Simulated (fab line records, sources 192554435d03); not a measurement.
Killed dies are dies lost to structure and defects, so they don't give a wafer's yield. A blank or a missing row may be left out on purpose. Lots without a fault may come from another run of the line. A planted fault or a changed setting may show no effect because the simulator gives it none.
fab line records | flow n5_finfet
record lots=24 wafers=72 last_day=19
route steps=1938 shown BEOL_M3@994 BEOL_M4@1021
lots that met no fault: from a run of the same line without faults
start_h: hours from the record's first day to the start of the lot's first wafer shown | wait_h: hours since the lot's step before | " the same as in the row above | L1.1+2: a row that stands for several wafers | - no value, or no start given | * or withheld: withheld | < > ~ a bound
route shown NAME@n: a module of which the file shows steps, and the number in the route of the first | usual: mean/standard deviation of fault-free wafers | same: alike in all rows | chamber/n: place in a boat | sites: the reading at each site | _std_site: their standard deviation | _edge_site: outer sites' mean less inner sites' | radius_mm: how far each site lies from the wafer's centre | mask NAME#n: copy n | behind: the tool/chamber that last shaped the wafer | hold: why the lot was held/for how many hours/how that ended | device: the transistor (n, p or np) that didn't switch | end of line: the same wafers' tests at the end of the route | a step without rows: its recipe alone | killed: dies lost to structure and defects at the first sort, not the wafer's yield | map: a wafer's dies, x killed, . not, _ none there
set.NAME: the setting as run; set.NAME@STEP: as run at that earlier step | model.NAME: the simulator's own value behind a step, which no gauge read
steps of the route over a sample of lots; a table a step, a row a wafer
services: from which hour (start_h, from the record's first day; less than 0 if before it) a tool's chamber was out of use, for how many hours, and why
## steps
# step N5_BEOL_M3_SPUTTER_48
# recipe material=Cu target_thk_a=45 temp_c=-20 chamber_pressure_pa=0.07 power_w=withheld time_s=8.29
# usual throttle_valve_pct=30.1/1.1
# columns lot.wafer tool chamber start_h wait_h throttle_valve_pct
L074.1 pvd_sputter-01 - 166.38 0.1 30.9
L074.2 " - " " 27.6
L074.3 " - " " 30.0
L075.1 pvd_sputter-03 - 167.26 0.1 31.0
L075.4 " - " " 30.6
L075.5 " - " " 30.6
L076.1 pvd_sputter-03 - 169.32 0.1 30.6
L076.5 " - " " 30.9
L076.6 " - " " 30.7
L077.2 pvd_sputter-03 - 179.61 1.6 30.4
L077.3 " - " " 30.9
L077.6 " - " " 30.8
L078.2 pvd_sputter-02 - 179.86 1.5 29.1
L078.5 " - " " 31.8
L078.6 " - " " 29.4
L079.3 pvd_sputter-03 - 182.51 0.1 30.4
L079.4 " - " " 30.1
L079.6 " - " " 30.6
L080.1 pvd_sputter-03 - 202.91 0.1 30.3
L080.2 " - " " 30.7
L080.6 " - " " 30.7
L081.1 pvd_sputter-02 - 206.42 0.1 31.7
L081.3 " - " " 31.7
L081.6 " - " " 31.2
L082.1 pvd_sputter-02 - 216.27 0.2 31.5
L082.2 " - " " 29.2
L082.6 " - " " 28.9
L084.1 pvd_sputter-03 - 227.33 0.1 30.3
L084.2 " - " " 30.7
L084.5 " - " " 31.0
L085.1 pvd_sputter-01 - 230.08 0.1 31.2
L085.2 " - " " 27.3
L085.6 " - " " 30.6
L086.1 pvd_sputter-03 - 230.88 0.4 31.0
L086.4 " - " " 30.4
L086.5 " - " " 30.1
L083.1 pvd_sputter-01 - 231.92 1.4 30.8
L083.3 " - " " 29.0
L083.5 " - " " 29.1
L088.1 pvd_sputter-03 - 243.06 0.2 30.2
L088.2 " - " " 30.7
L088.5 " - " " 30.9
L087.1 pvd_sputter-03 - 246.04 0.1 30.7
L087.5 " - " " 31.2
L087.6 " - " " 30.7
L090.1 pvd_sputter-01 - 256.49 0.1 29.3
L090.4 " - " " 30.0
L090.5 " - " " 30.6
L089.1 pvd_sputter-02 - 259.61 0.1 31.9
L089.2 " - " " 31.5
L089.5 " - " " 31.4
L091.3 pvd_sputter-02 - 271.69 0.1 29.3
L091.4 " - " " 29.0
L091.5 " - " " 31.5
L092.1 pvd_sputter-02 - 275.51 0.4 31.6
L092.3 " - " " 28.8
L092.5 " - " " 29.4
L093.3 pvd_sputter-01 - 287.10 0.1 30.2
L093.5 " - " " 27.6
L093.6 " - " " 29.0
L094.1 pvd_sputter-01 - 288.94 0.2 28.9
L094.2 " - " " 27.7
L094.4 " - " " 30.7
L095.2 pvd_sputter-02 - 294.24 0.1 28.9
L095.5 " - " " 29.3
L095.6 " - " " 31.7
L096.1 pvd_sputter-01 - 294.77 0.1 30.5
L096.2 " - " " 30.1
L096.3 " - " " 27.8
L097.2 pvd_sputter-02 - 307.16 0.9 31.5
L097.4 " - " " 29.0
L097.6 " - " " 29.1
# step N5_BEOL_M3_SPUTTER_81
# recipe material=Cu target_thk_a=45 temp_c=-20 chamber_pressure_pa=0.07 power_w=withheld time_s=8.29
# usual throttle_valve_pct=30.1/1.1
# columns lot.wafer tool chamber start_h wait_h throttle_valve_pct
L074.1 pvd_sputter-01 - 166.82 0.1 30.8
L074.2 " - " " 27.6
L074.3 " - " " 30.2
L075.1 pvd_sputter-03 - 167.70 0.1 30.7
L075.4 " - " " 30.7
L075.5 " - " " 30.7
L076.1 pvd_sputter-03 - 169.76 0.1 30.7
L076.5 " - " " 30.7
L076.6 " - " " 30.7
L077.2 pvd_sputter-03 - 180.05 0.1 30.6
L077.3 " - " " 30.8
L077.6 " - " " 31.1
L078.2 pvd_sputter-02 - 180.30 0.1 29.1
L078.5 " - " " 31.5
L078.6 " - " " 29.1
L079.3 pvd_sputter-03 - 182.95 0.1 30.3
L079.4 " - " " 30.2
L079.6 " - " " 30.3
L080.1 pvd_sputter-03 - 203.35 0.1 30.3
L080.2 " - " " 31.0
L080.6 " - " " 30.7
L081.1 pvd_sputter-02 - 206.86 0.1 31.3
L081.3 " - " " 31.9
L081.6 " - " " 31.5
L082.1 pvd_sputter-02 - 216.71 0.1 31.6
L082.2 " - " " 29.0
L082.6 " - " " 29.2
L084.1 pvd_sputter-03 - 227.77 0.1 30.0
L084.2 " - " " 30.6
L084.5 " - " " 30.9
L085.1 pvd_sputter-01 - 230.52 0.1 30.8
L085.2 " - " " 27.8
L085.6 " - " " 30.7
L086.1 pvd_sputter-03 - 231.32 0.1 30.7
L086.4 " - " " 30.3
L086.5 " - " " 30.1
L083.1 pvd_sputter-01 - 232.36 0.1 30.7
L083.3 " - " " 29.1
L083.5 " - " " 29.1
L088.1 pvd_sputter-03 - 243.50 0.1 30.4
L088.2 " - " " 30.6
L088.5 " - " " 30.7
L087.1 pvd_sputter-03 - 246.48 0.1 30.7
L087.5 " - " " 30.9
L087.6 " - " " 30.8
L090.1 pvd_sputter-01 - 256.93 0.1 28.9
L090.4 " - " " 30.1
L090.5 " - " " 30.8
L089.1 pvd_sputter-02 - 260.05 0.1 31.7
L089.2 " - " " 31.6
L089.5 " - " " 31.4
L091.3 pvd_sputter-02 - 272.13 0.1 29.5
L091.4 " - " " 29.0
L091.5 " - " " 31.2
L092.1 pvd_sputter-02 - 275.95 0.1 31.3
L092.3 " - " " 28.8
L092.5 " - " " 29.2
L093.3 pvd_sputter-01 - 287.54 0.1 30.3
L093.5 " - " " 27.8
L093.6 " - " " 29.1
L094.1 pvd_sputter-01 - 289.38 0.1 29.1
L094.2 " - " " 27.6
L094.4 " - " " 30.8
L095.2 pvd_sputter-02 - 294.68 0.1 29.5
L095.5 " - " " 29.2
L095.6 " - " " 31.5
L096.1 pvd_sputter-01 - 295.21 0.1 30.9
L096.2 " - " " 30.0
L096.3 " - " " 27.6
L097.2 pvd_sputter-02 - 307.60 0.1 31.6
L097.4 " - " " 28.9
L097.6 " - " " 29.2
# step N5_BEOL_M3_ANNEAL_51
# recipe temp_c=225 time_s=90 ambient=N2
# usual wafer_temp_C_max=226.3/0.39
# columns lot.wafer tool chamber start_h wait_h wafer_temp_C_max
L074.1 rtp_anneal-01 0 168.54 0.3 226.5
L074.2 " 0 " " 226.1
L074.3 " 0 " " 225.7
L075.1 rtp_anneal-01 0 169.22 0.1 226.0
L075.4 " 0 " " 226.0
L075.5 " 0 " " 226.1
L076.1 rtp_anneal-02 0 171.28 0.1 226.7
L076.5 " 0 " " 226.4
L076.6 " 0 " " 226.3
L077.2 rtp_anneal-01 0 181.61 0.1 226.2
L077.3 " 0 " " 226.3
L077.6 " 0 " " 226.2
L078.2 rtp_anneal-02 0 181.86 0.1 226.7
L078.5 " 0 " " 226.4
L078.6 " 0 " " 227.0
L079.3 rtp_anneal-02 0 184.55 0.1 226.4
L079.4 " 0 " " 226.6
L079.6 " 0 " " 226.6
L080.1 rtp_anneal-02 0 204.86 0.1 227.1
L080.2 " 0 " " 226.2
L080.6 " 0 " " 226.4
L081.1 rtp_anneal-01 0 208.37 0.1 225.5
L081.3 " 0 " " 225.8
L081.6 " 0 " " 225.5
L082.1 rtp_anneal-01 0 218.23 0.1 226.2
L082.2 " 0 " " 226.0
L082.6 " 0 " " 226.6
L084.1 rtp_anneal-01 0 229.29 0.1 225.8
L084.2 " 0 " " 226.0
L084.5 " 0 " " 226.3
L085.1 rtp_anneal-02 0 232.04 0.1 226.0
L085.2 " 0 " " 226.6
L085.6 " 0 " " 226.4
L086.1 rtp_anneal-01 0 232.83 0.1 226.1
L086.4 " 0 " " 225.7
L086.5 " 0 " " 225.8
L083.1 rtp_anneal-02 0 233.88 0.1 227.4
L083.3 " 0 " " 226.6
L083.5 " 0 " " 226.5
L088.1 rtp_anneal-02 0 245.01 0.1 226.1
L088.2 " 0 " " 226.6
L088.5 " 0 " " 226.2
L087.1 rtp_anneal-01 0 247.99 0.1 226.2
L087.5 " 0 " " 226.2
L087.6 " 0 " " 226.5
L090.1 rtp_anneal-01 0 258.44 0.1 226.1
L090.4 " 0 " " 225.9
L090.5 " 0 " " 225.9
L089.1 rtp_anneal-02 0 261.57 0.1 226.5
L089.2 " 0 " " 226.4
L089.5 " 0 " " 226.7
L091.3 rtp_anneal-02 0 273.74 0.1 226.5
L091.4 " 0 " " 226.6
L091.5 " 0 " " 226.6
L092.1 rtp_anneal-01 0 277.47 0.1 226.4
L092.3 " 0 " " 225.9
L092.5 " 0 " " 226.1
L093.3 rtp_anneal-01 0 289.14 0.1 226.0
L093.5 " 0 " " 226.2
L093.6 " 0 " " 225.6
L094.1 rtp_anneal-02 0 290.95 0.1 227.1
L094.2 " 0 " " 226.7
L094.4 " 0 " " 226.7
L095.2 rtp_anneal-02 0 296.48 0.3 227.0
L095.5 " 0 " " 226.2
L095.6 " 0 " " 226.2
L096.1 rtp_anneal-02 0 296.73 0.1 226.7
L096.2 " 0 " " 226.7
L096.3 " 0 " " 226.7
L097.2 rtp_anneal-02 0 309.25 0.2 226.8
L097.4 " 0 " " 226.3
L097.6 " 0 " " 226.6
# step N5_BEOL_M4_ILD_DEP_00
# recipe material=SiOC target_thk_a=790 temp_c=350 precursor=DEMS/O2 pressure_torr=5 rf_w=500 time_s=15.3
# usual heater_power_w=446/63 rf_fwd_power_W=493.6/2 showerhead_plenum_p_Torr=5.696/0.016 throttle_valve_pct=12.2/0.79
# columns lot.wafer tool chamber start_h wait_h heater_power_w rf_fwd_power_W showerhead_plenum_p_Torr throttle_valve_pct
L074.1 pecvd-02 2 169.51 0.0 498 492.8 5.718 12.3
L074.2 " 0 " " 426 496.0 5.676 11.6
L074.3 " 1 " " 463 495.8 5.690 13.5
L075.1 pecvd-02 2 170.13 0.0 569 492.7 5.724 12.0
L075.4 " 2 " " 581 493.8 5.732 12.0
L075.5 " 1 " " 415 495.8 5.704 13.7
L076.1 pecvd-02 0 172.19 0.0 389 493.2 5.675 11.7
L076.5 " 2 " " 496 494.1 5.712 12.2
L076.6 " 1 " " 503 492.7 5.722 13.4
L077.2 pecvd-01 0 182.48 0.0 402 492.2 5.696 11.4
L077.3 " 1 " " 443 491.5 5.683 13.1
L077.6 " 2 " " 342 492.3 5.686 12.5
L078.2 pecvd-02 0 182.73 0.0 376 493.0 5.676 11.8
L078.5 " 2 " " 534 487.8 5.719 12.2
L078.6 " 0 " " 392 493.5 5.686 11.5
L079.3 pecvd-01 1 185.38 0.0 389 491.3 5.690 12.9
L079.4 " 2 " " 394 495.6 5.685 12.6
L079.6 " 0 " " 399 497.2 5.676 11.4
L080.1 pecvd-01 1 205.78 0.0 421 492.6 5.698 12.9
L080.2 " 0 " " 338 491.7 5.691 11.5
L080.6 " 0 " " 343 492.3 5.700 11.5
L081.1 pecvd-02 1 209.29 0.0 464 496.8 5.694 13.4
L081.3 " 1 " " 469 498.9 5.688 13.4
L081.6 " 0 " " 420 493.6 5.668 11.7
L082.1 pecvd-01 0 219.14 0.0 356 493.5 5.698 11.3
L082.2 " 2 " " 364 495.2 5.688 12.5
L082.6 " 2 " " 362 493.0 5.694 12.6
L084.1 pecvd-01 1 230.21 0.0 431 492.0 5.707 12.7
L084.2 " 2 " " 390 496.4 5.681 12.4
L084.5 " 0 " " 413 493.6 5.702 11.7
L085.1 pecvd-04 1 232.96 0.0 487 493.8 5.730 12.6
L085.2 " 0 " " 534 495.6 5.706 11.4
L085.6 " 0 " " 419 493.8 5.682 11.7
L086.1 pecvd-04 1 233.76 0.0 437 494.8 5.723 12.7
L086.4 " 1 " " 453 493.8 5.717 12.7
L086.5 " 2 " " 343 493.6 5.691 11.9
L083.1 pecvd-01 1 234.80 0.0 448 493.8 5.674 13.2
L083.3 " 0 " " 411 491.7 5.686 11.5
L083.5 " 0 " " 394 492.2 5.697 11.4
L088.1 pecvd-04 2 245.93 0.0 422 496.6 5.708 11.8
L088.2 " 0 " " 494 492.6 5.689 11.5
L088.5 " 1 " " 444 493.1 5.727 12.4
L087.1 pecvd-04 0 248.91 0.0 440 495.2 5.687 11.9
L087.5 " 2 " " 415 494.7 5.684 11.9
L087.6 " 1 " " 511 494.2 5.717 12.5
L090.1 pecvd-01 2 259.51 0.0 367 494.2 5.682 12.7
L090.4 " 2 " " 374 494.6 5.698 12.6
L090.5 " 1 " " 362 491.1 5.712 12.8
L089.1 pecvd-02 2 262.48 0.0 553 490.7 5.699 10.7
L089.2 " 1 " " 425 495.2 5.695 13.6
L089.5 " 2 " " 572 488.9 5.712 11.1
L091.3 pecvd-02 1 274.64 0.0 468 496.6 5.693 13.5
L091.4 " 0 " " 410 491.8 5.683 12.1
L091.5 " 2 " " 583 489.8 5.710 10.6
L092.1 pecvd-04 0 278.38 0.0 481 494.1 5.682 11.6
L092.3 " 1 " " 481 496.1 5.727 12.6
L092.5 " 1 " " 494 494.3 5.719 12.5
L093.3 pecvd-02 0 293.24 0.0 420 491.7 5.691 11.7
L093.5 " 0 " " 429 492.0 5.678 12.0
L093.6 " 2 " " 539 488.7 5.704 10.6
L094.1 pecvd-02 0 293.47 0.0 452 491.0 5.666 11.7
L094.2 " 1 " " 442 494.7 5.694 13.4
L094.4 " 0 " " 443 492.9 5.678 11.8
L095.2 pecvd-02 1 297.35 0.0 497 497.5 5.680 13.6
L095.5 " 2 " " 573 490.9 5.718 10.8
L095.6 " 0 " " 426 492.2 5.675 11.7
L096.1 pecvd-04 1 297.75 0.0 524 491.2 5.738 12.4
L096.2 " 2 " " 392 492.9 5.682 11.9
L096.3 " 0 " " 495 493.6 5.690 11.4
L097.2 pecvd-04 0 310.12 0.0 481 494.0 5.685 11.5
L097.4 " 0 " " 481 494.2 5.690 11.6
L097.6 " 1 " " 532 493.9 5.719 12.5
# step N5_BEOL_M4_SURFACE_TREAT_85
# recipe gas=Ar time_s=* ion_energy_ev=* ion_current_ma_cm2=0.5 pressure_mtorr=* ar_flow_sccm=30
# usual throttle_valve_pct=*
# columns lot.wafer tool chamber start_h wait_h throttle_valve_pct
L074.1 pvd_sputter-02 - 177.76 0.1 *
L074.2 " - " " *
L074.3 " - " " *
L075.1 pvd_sputter-02 - 183.42 0.2 *
L075.4 " - " " *
L075.5 " - " " *
L076.1 pvd_sputter-01 - 185.12 0.2 *
L076.5 " - " " *
L076.6 " - " " *
L079.3 pvd_sputter-01 - 205.13 0.1 *
L079.4 " - " " *
L079.6 " - " " *
L077.2 pvd_sputter-03 - 206.83 0.3 *
L077.3 " - " " *
L077.6 " - " " *
L078.2 pvd_sputter-03 - 209.51 0.1 *
L078.5 " - " " *
L078.6 " - " " *
L080.1 pvd_sputter-03 - 227.28 0.2 *
L080.2 " - " " *
L080.6 " - " " *
L082.1 pvd_sputter-02 - 234.89 0.2 *
L082.2 " - " " *
L082.6 " - " " *
L081.1 pvd_sputter-01 - 235.04 0.1 *
L081.3 " - " " *
L081.6 " - " " *
L084.1 pvd_sputter-03 - 242.90 0.2 *
L084.2 " - " " *
L084.5 " - " " *
L086.1 pvd_sputter-03 - 245.92 0.2 *
L086.4 " - " " *
L086.5 " - " " *
L085.1 pvd_sputter-01 - 263.14 0.2 *
L085.2 " - " " *
L085.6 " - " " *
L083.1 pvd_sputter-02 - 263.99 0.3 *
L083.3 " - " " *
L083.5 " - " " *
L088.1 pvd_sputter-01 - 268.62 0.2 *
L088.2 " - " " *
L088.5 " - " " *
L087.1 pvd_sputter-01 - 271.62 0.1 *
L087.5 " - " " *
L087.6 " - " " *
L090.1 pvd_sputter-01 - 271.90 0.2 *
L090.4 " - " " *
L090.5 " - " " *
L089.1 pvd_sputter-02 - 274.99 0.1 *
L089.2 " - " " *
L089.5 " - " " *
L092.1 pvd_sputter-02 - 297.52 0.1 *
L092.3 " - " " *
L092.5 " - " " *
L091.3 pvd_sputter-03 - 299.22 1.7 *
L091.4 " - " " *
L091.5 " - " " *
L093.3 pvd_sputter-02 - 302.04 0.2 *
L093.5 " - " " *
L093.6 " - " " *
L094.1 pvd_sputter-01 - 302.19 0.1 *
L094.2 " - " " *
L094.4 " - " " *
L095.2 pvd_sputter-02 - 310.28 0.2 *
L095.5 " - " " *
L095.6 " - " " *
L096.1 pvd_sputter-01 - 326.47 0.1 *
L096.2 " - " " *
L096.3 " - " " *
L097.2 pvd_sputter-02 - 330.19 0.2 *
L097.4 " - " " *
L097.6 " - " " *
# step N5_BEOL_M4_SPUTTER_86
# recipe material=Cu target_thk_a=45 temp_c=-20 chamber_pressure_pa=0.07 power_w=withheld time_s=8.29
# usual throttle_valve_pct=30.0/1.1
# columns lot.wafer tool chamber start_h wait_h throttle_valve_pct
L074.1 pvd_sputter-02 - 178.68 0.1 31.8
L074.2 " - " " 31.5
L074.3 " - " " 29.1
L075.1 pvd_sputter-02 - 184.30 0.1 28.9
L075.4 " - " " 29.2
L075.5 " - " " 31.4
L076.1 pvd_sputter-02 - 186.18 0.1 29.1
L076.5 " - " " 31.7
L076.6 " - " " 29.4
L079.3 pvd_sputter-01 - 206.19 0.1 27.6
L079.4 " - " " 29.2
L079.6 " - " " 30.4
L077.2 pvd_sputter-01 - 208.03 0.1 29.1
L077.3 " - " " 30.0
L077.6 " - " " 30.8
L078.2 pvd_sputter-03 - 210.49 0.1 30.0
L078.5 " - " " 30.3
L078.6 " - " " 30.6
L080.1 pvd_sputter-02 - 228.44 0.1 31.7
L080.2 " - " " 31.5
L080.6 " - " " 29.3
L082.1 pvd_sputter-02 - 236.03 0.1 31.7
L082.2 " - " " 29.3
L082.6 " - " " 31.6
L081.1 pvd_sputter-01 - 237.72 0.1 30.1
L081.3 " - " " 31.0
L081.6 " - " " 29.3
L084.1 pvd_sputter-02 - 245.45 0.1 28.8
L084.2 " - " " 31.6
L084.5 " - " " 31.6
L086.1 pvd_sputter-01 - 246.91 0.1 30.6
L086.4 " - " " 30.2
L086.5 " - " " 30.6
L085.1 pvd_sputter-03 - 264.08 0.1 30.4
L085.2 " - " " 30.8
L085.6 " - " " 30.0
L083.1 pvd_sputter-01 - 264.87 0.1 30.1
L083.3 " - " " 30.8
L083.5 " - " " 27.7
L088.1 pvd_sputter-03 - 269.70 0.1 30.9
L088.2 " - " " 30.8
L088.5 " - " " 30.4
L087.1 pvd_sputter-01 - 272.60 0.1 30.7
L087.5 " - " " 29.0
L087.6 " - " " 30.9
L090.1 pvd_sputter-01 - 274.44 0.1 29.1
L090.4 " - " " 30.8
L090.5 " - " " 27.7
L089.1 pvd_sputter-03 - 275.90 0.1 31.1
L089.2 " - " " 30.1
L089.5 " - " " 30.5
L092.1 pvd_sputter-03 - 299.92 0.1 30.3
L092.3 " - " " 30.8
L092.5 " - " " 30.1
L091.3 pvd_sputter-02 - 300.18 0.1 31.5
L091.4 " - " " 29.1
L091.5 " - " " 29.3
L093.3 pvd_sputter-03 - 302.98 0.1 29.9
L093.5 " - " " 30.7
L093.6 " - " " 31.0
L094.1 pvd_sputter-02 - 303.15 0.1 31.4
L094.2 " - " " 29.2
L094.4 " - " " 31.6
L095.2 pvd_sputter-02 - 311.24 0.1 29.3
L095.5 " - " " 29.1
L095.6 " - " " 31.2
L096.1 pvd_sputter-01 - 327.35 0.1 31.0
L096.2 " - " " 29.0
L096.3 " - " " 30.2
L097.2 pvd_sputter-01 - 331.11 0.1 30.3
L097.4 " - " " 29.4
L097.6 " - " " 29.2
## services
# columns tool chamber start_h hours kind
pecvd-02 1 154.59 2.1 scheduled_down
pvd_sputter-03 - 186.76 4.3 repair
pecvd-02 0 189.16 5.0 scheduled_down
pecvd-04 - 198.44 0.5 repair
pecvd-02 2 202.38 - clean
pecvd-02 2 202.38 - consumable_replace:showerhead
pecvd-02 2 202.38 29.0 scheduled_down
pecvd-02 2 202.38 29.0 vent_cycle
pecvd-04 2 216.90 6.0 repair
pecvd-04 0 256.22 2.1 scheduled_down
pecvd-02 0 259.09 5.5 scheduled_down
pecvd-04 2 264.65 2.1 scheduled_down
pecvd-01 - 273.03 1.2 repair
pecvd-01 - 288.17 2.8 pm
pecvd-02 0 298.21 2.1 scheduled_down
pecvd-04 1 317.67 5.5 scheduled_down
pecvd-02 1 325.62 5.5 scheduled_down
rtp_anneal-01 - 326.99 4.0 pm
## key
fault none
